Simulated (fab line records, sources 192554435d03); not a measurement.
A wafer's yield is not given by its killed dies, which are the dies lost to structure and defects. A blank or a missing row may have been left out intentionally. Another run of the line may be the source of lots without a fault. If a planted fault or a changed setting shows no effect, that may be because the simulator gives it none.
Lot-split experiment :: flow n5_finfet :: route with 1938 steps; 7 lots, 21 wafers read

THE SPLIT ITSELF
At N5_SD_EPI_N_COAT_32 (time 60 s, resist thk 350 nm), the setting spin_rpm was moved away from the recipe's 1500 rpm on 3 of the 21 wafers read, by +6.5% to +11.2%. For the rest of the wafers, this setting stayed at what the recipe calls for.

The split's own step is where the reading is taken.

THE READING
SOC_of_SD_EPI_N_COAT_32.thk_nm (the simulator's own value, which no gauge read), in nm, at N5_SD_EPI_N_COAT_32 (time 60 s, resist thk 350 nm). There is no usual value for it anywhere in the file. The 18 wafers here that ran the recipe average 349.8 nm, standard deviation 0.69 nm.

wafer: L074.1
tool, chamber at the split: litho_track-01, 0
spin_rpm as run, rpm: 1500
against the recipe: recipe
SOC_of_SD_EPI_N_COAT_32.thk_nm, nm: 349.2
against lot-mates on the recipe: -

wafer: L074.3
tool, chamber at the split: litho_track-01, 0
spin_rpm as run, rpm: 1500
against the recipe: recipe
SOC_of_SD_EPI_N_COAT_32.thk_nm, nm: 349.6
against lot-mates on the recipe: -

wafer: L074.5
tool, chamber at the split: litho_track-01, 0
spin_rpm as run, rpm: 1500
against the recipe: recipe
SOC_of_SD_EPI_N_COAT_32.thk_nm, nm: 349.6
against lot-mates on the recipe: -

wafer: L077.3
tool, chamber at the split: litho_track-01, 0
spin_rpm as run, rpm: 1500
against the recipe: recipe
SOC_of_SD_EPI_N_COAT_32.thk_nm, nm: 351.2
against lot-mates on the recipe: -

wafer: L077.4
tool, chamber at the split: litho_track-01, 0
spin_rpm as run, rpm: 1500
against the recipe: recipe
SOC_of_SD_EPI_N_COAT_32.thk_nm, nm: 349.4
against lot-mates on the recipe: -

wafer: L077.5
tool, chamber at the split: litho_track-01, 0
spin_rpm as run, rpm: 1500
against the recipe: recipe
SOC_of_SD_EPI_N_COAT_32.thk_nm, nm: 350.4
against lot-mates on the recipe: -

wafer: L081.3
tool, chamber at the split: litho_track-02, 0
spin_rpm as run, rpm: 1500
against the recipe: recipe
SOC_of_SD_EPI_N_COAT_32.thk_nm, nm: 348.8
against lot-mates on the recipe: -

wafer: L081.5
tool, chamber at the split: litho_track-02, 0
spin_rpm as run, rpm: 1500
against the recipe: recipe
SOC_of_SD_EPI_N_COAT_32.thk_nm, nm: 349.6
against lot-mates on the recipe: -

wafer: L081.6
tool, chamber at the split: litho_track-02, 0
spin_rpm as run, rpm: 1500
against the recipe: recipe
SOC_of_SD_EPI_N_COAT_32.thk_nm, nm: 349.6
against lot-mates on the recipe: -

wafer: L085.3
tool, chamber at the split: litho_track-04, 0
spin_rpm as run, rpm: 1500
against the recipe: recipe
SOC_of_SD_EPI_N_COAT_32.thk_nm, nm: 350.4
against lot-mates on the recipe: -

wafer: L085.4
tool, chamber at the split: litho_track-04, 0
spin_rpm as run, rpm: 1500
against the recipe: recipe
SOC_of_SD_EPI_N_COAT_32.thk_nm, nm: 351
against lot-mates on the recipe: -

wafer: L085.5
tool, chamber at the split: litho_track-04, 0
spin_rpm as run, rpm: 1500
against the recipe: recipe
SOC_of_SD_EPI_N_COAT_32.thk_nm, nm: 350.2
against lot-mates on the recipe: -

wafer: L089.1
tool, chamber at the split: litho_track-01, 0
spin_rpm as run, rpm: 1500
against the recipe: recipe
SOC_of_SD_EPI_N_COAT_32.thk_nm, nm: 349.8
against lot-mates on the recipe: -

wafer: L089.3
tool, chamber at the split: litho_track-01, 0
spin_rpm as run, rpm: 1500
against the recipe: recipe
SOC_of_SD_EPI_N_COAT_32.thk_nm, nm: 349.4
against lot-mates on the recipe: -

wafer: L089.5
tool, chamber at the split: litho_track-01, 0
spin_rpm as run, rpm: 1500
against the recipe: recipe
SOC_of_SD_EPI_N_COAT_32.thk_nm, nm: 350.2
against lot-mates on the recipe: -

wafer: L093.2
tool, chamber at the split: litho_track-01, 0
spin_rpm as run, rpm: 1668
against the recipe: +11.2%
SOC_of_SD_EPI_N_COAT_32.thk_nm, nm: 330.4
against lot-mates on the recipe: -18.0

wafer: L093.5
tool, chamber at the split: litho_track-01, 0
spin_rpm as run, rpm: 1500
against the recipe: recipe
SOC_of_SD_EPI_N_COAT_32.thk_nm, nm: 348.4
against lot-mates on the recipe: -

wafer: L093.6
tool, chamber at the split: litho_track-01, 0
spin_rpm as run, rpm: 1668
against the recipe: +11.2%
SOC_of_SD_EPI_N_COAT_32.thk_nm, nm: 330
against lot-mates on the recipe: -18.4

wafer: L096.1
tool, chamber at the split: litho_track-01, 0
spin_rpm as run, rpm: 1597
against the recipe: +6.5%
SOC_of_SD_EPI_N_COAT_32.thk_nm, nm: 338.4
against lot-mates on the recipe: -11.6

wafer: L096.2
tool, chamber at the split: litho_track-01, 0
spin_rpm as run, rpm: 1500
against the recipe: recipe
SOC_of_SD_EPI_N_COAT_32.thk_nm, nm: 350.4
against lot-mates on the recipe: -

wafer: L096.5
tool, chamber at the split: litho_track-01, 0
spin_rpm as run, rpm: 1500
against the recipe: recipe
SOC_of_SD_EPI_N_COAT_32.thk_nm, nm: 349.6
against lot-mates on the recipe: -

FIT RESULTS
A straight line over all 21 wafers: SOC_of_SD_EPI_N_COAT_32.thk_nm changes by -1.75 nm for each +1% of spin_rpm; r = -0.99; the points scatter about the line by 0.68 nm.
The same after taking each lot's own level away (the mean of its wafers on the recipe; 21 wafers): -1.65 nm for each +1%; r = -1.00; scatter 0.47 nm.
On that fit, the largest move of spin_rpm shifts the reading by 18 nm.
The lots' own levels span 348.40 to 350.53 nm, that is 3.1 times the standard deviation above.
The two slopes are in agreement: the lot-to-lot level therefore moves the slope only a little.
Check: -18.8 nm against its lot-mates is what the line predicts for one of the wafers moved furthest among these (+11.2%) when that wafer is left out of the fit. It came out at -18 nm against them.

OTHER SPLITS APPLIED TO THESE WAFERS
These wafers also went through other splits before the reading. Each is held against what the fit with the lots' levels taken away leaves over:
other split on the same wafers: N5_PMOS_HMC_CHANNEL_EPI_PEB_07 peb_time_s
wafers away from the commonest value: 6
r with SOC_of_SD_EPI_N_COAT_32.thk_nm (lot level and that fit taken away): +0.06

other split on the same wafers: N5_PMOS_HMC_CHANNEL_EPI_DESCUM_14 time_s
wafers away from the commonest value: 6
r with SOC_of_SD_EPI_N_COAT_32.thk_nm (lot level and that fit taken away): +0.11

other split on the same wafers: N5_FIN_SAQP_COAT_49 spin_rpm
wafers away from the commonest value: 7
r with SOC_of_SD_EPI_N_COAT_32.thk_nm (lot level and that fit taken away): -0.18

other split on the same wafers: N5_FIN_SAQP_EXPOSE_13 dose_mj
wafers away from the commonest value: 3
r with SOC_of_SD_EPI_N_COAT_32.thk_nm (lot level and that fit taken away): -0.15

THE FILE'S OWN FIT
SOC_of_SD_EPI_N_COAT_32.thk_nm changes by -1.67 nm for each +1% of spin_rpm, r = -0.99.
